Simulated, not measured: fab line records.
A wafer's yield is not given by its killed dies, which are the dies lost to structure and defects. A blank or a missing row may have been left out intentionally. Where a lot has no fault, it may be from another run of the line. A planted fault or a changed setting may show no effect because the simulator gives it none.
Matching of chambers / flow nand-harc / NHARC_A_M0_PRE_CLEAN_31 on pecvd-03: 3 sister chambers
The step time 12 s. 6 wafers are shown with their chamber, then 7 later ones without.

EACH WAFER AND ITS CHAMBER
wafer=L077.5; chamber=0; heater-power-w (W)=636
wafer=L078.1; chamber=1; heater-power-w (W)=661
wafer=L078.5; chamber=2; heater-power-w (W)=440
wafer=L078.6; chamber=0; heater-power-w (W)=609
wafer=L087.1; chamber=2; heater-power-w (W)=494
wafer=L087.5; chamber=1; heater-power-w (W)=589

WAFERS WITHOUT THEIR CHAMBER
wafer=L087.6; heater-power-w (W)=483
wafer=L094.2; heater-power-w (W)=710
wafer=L094.5; heater-power-w (W)=599
wafer=L094.6; heater-power-w (W)=703
wafer=L097.3; heater-power-w (W)=646
wafer=L097.4; heater-power-w (W)=571
wafer=L097.6; heater-power-w (W)=646

WHICH CHAMBER EACH WENT THROUGH
wafer=L087.6; from the rows above=2; in truth=2
wafer=L094.2; from the rows above=can't be placed: 1 or 0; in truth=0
wafer=L094.5; from the rows above=can't be placed: 0 or 1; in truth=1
wafer=L094.6; from the rows above=can't be placed: 1 or 0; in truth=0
wafer=L097.3; from the rows above=can't be placed: 1 or 0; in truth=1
wafer=L097.4; from the rows above=can't be placed: 0 or 1 or 2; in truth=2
wafer=L097.6; from the rows above=can't be placed: 1 or 0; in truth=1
Correct placement for 1 of the 7. These rows do not allow placing 6 (true chamber among the candidates in 6). Wrongly placed: 0.
How it was worked out, from the rows above alone: a wafer's distance from a chamber is the root of the sum, over the readings, of the square of ((its reading less the chamber's mean) divided by the reading's scatter). The wafer belongs to the nearest chamber; if the next one is less than 2 further off, it can't be placed. The mean given for a chamber averages the wafers shown for that chamber. The scatter: take each reading less its chamber's mean, square it, sum over the shown wafers, divide by the number of wafers less the number of chambers, and take the root.
